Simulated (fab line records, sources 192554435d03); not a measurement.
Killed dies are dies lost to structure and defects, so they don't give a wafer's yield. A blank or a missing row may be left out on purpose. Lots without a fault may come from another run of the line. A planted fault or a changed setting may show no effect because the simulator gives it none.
Split-lot experiment | flow n5_finfet | 7 lots, 21 wafers read, on a route of 1938 steps

THE SPLIT
At N5_HKMG_FIN_ETCH_55 (etches SOC in N2/H2, target depth 240 nm, time 300 s), the setting bias_w was moved away from the recipe's 150 W on 12 of the 21 wafers read, by -11.5% to +14.9%. The other wafers ran this setting at the recipe's value.

The reading is taken at the split's own step.

THE READING
rf_vpp_V, in V, at N5_HKMG_FIN_ETCH_55 (etches SOC in N2/H2, target depth 240 nm, time 300 s). Fault-free wafers of this fab line usually give 526.0 V, standard deviation 2.1 V.

wafer  | tool, chamber at the split | bias_w as run, W | against the recipe | rf_vpp_V, V | against lot-mates on the recipe
L076.2 | rie_diel-06, 1             | 150              | recipe             | 529.8       | -
L076.5 | rie_diel-06, 1             | 150              | recipe             | 528.4       | -
L076.6 | rie_diel-06, 0             | 150              | recipe             | 527.4       | -
L077.1 | rie_diel-06, 3             | 150              | recipe             | 526.5       | -
L077.2 | rie_diel-06, 1             | 150              | recipe             | 527.1       | -
L077.4 | rie_diel-06, 0             | 135.9            | -9.4%              | 494.9       | -31.9
L082.1 | rie_diel-04, 2             | 132.8            | -11.5%             | 488.2       | no lot-mate on the recipe
L082.4 | rie_diel-04, 0             | 132.8            | -11.5%             | 483.5       | no lot-mate on the recipe
L082.5 | rie_diel-04, 0             | 132.8            | -11.5%             | 485.0       | no lot-mate on the recipe
L083.2 | rie_diel-04, 1             | 158.7            | +5.8%              | 544.1       | +16.1
L083.3 | rie_diel-04, 2             | 150              | recipe             | 527.4       | -
L083.5 | rie_diel-04, 2             | 150              | recipe             | 528.7       | -
L090.1 | rie_diel-04, 1             | 141.7            | -5.5%              | 507.7       | no lot-mate on the recipe
L090.2 | rie_diel-04, 3             | 141.7            | -5.5%              | 505.6       | no lot-mate on the recipe
L090.5 | rie_diel-04, 2             | 141.7            | -5.5%              | 510.1       | no lot-mate on the recipe
L094.3 | rie_diel-04, 0             | 172.4            | +14.9%             | 570.0       | +45.3
L094.4 | rie_diel-04, 3             | 172.4            | +14.9%             | 572.2       | +47.5
L094.6 | rie_diel-04, 1             | 150              | recipe             | 524.7       | -
L096.1 | rie_diel-04, 1             | 171.4            | +14.3%             | 570.8       | +42.3
L096.2 | rie_diel-04, 3             | 171.4            | +14.3%             | 571.4       | +42.9
L096.5 | rie_diel-04, 2             | 150              | recipe             | 528.5       | -

THE FIT
A straight line over all 21 wafers: rf_vpp_V changes by +3.23 V for each +1% of bias_w; r = +1.00; the points scatter about the line by 2.5 V.
The same after taking each lot's own level away (the mean of its wafers on the recipe; 15 wafers): +3.1 V for each +1%; r = +1.00; scatter 1.2 V.
On that fit, the largest move of bias_w shifts the reading by 46 V.
The lots' own levels span 524.70 to 528.53 V, that is 1.8 times the standard deviation above.
So the lot-to-lot level changes the slope little: the two slopes agree.
Check: with one of the wafers moved furthest among these (+14.9%) left out of the fit, the line predicts +45.9 V for it against its lot-mates. It came out at +45.3 V against them.
Tool readings at the split's step, against how far the setting was moved: rf_vpp_V r = +1.00.

OTHER SPLITS ON THESE WAFERS
These wafers also went through other splits before the reading. Each is held against what the fit with the lots' levels taken away leaves over:
other split on the same wafers | wafers away from the commonest value | r with rf_vpp_V (lot level and that fit taken away)
N5_SD_EPI_N_PEB_07 peb_time_s  | 9                                    | +0.38
N5_SDB_ALD_29 ald_cycles       | 9                                    | +0.25
N5_HKMG_FIN_ETCH_54 source_w   | 5                                    | +0.08

THE WHOLE CHAIN: every reading that the file lists as answering this split, in the file's order
step                | what it does                                         | reading                                                                           | change (the file's fit)               | r (the file's)
N5_HKMG_FIN_ETCH_55 | etches SOC in N2/H2, target depth 240 nm, time 300 s | rf_vpp_V                                                                          | +3.09 V for each +1% of the setting   | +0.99
N5_HKMG_FIN_ETCH_55 | etches SOC in N2/H2, target depth 240 nm, time 300 s | SiARC_of_HKMG_FIN_COAT_42.thk_nm (the simulator's own value, which no gauge read) | -0.177 nm for each +1% of the setting | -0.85

THE FILE'S OWN FIT
rf_vpp_V changes by +3.09 V for each +1% of bias_w, r = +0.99.
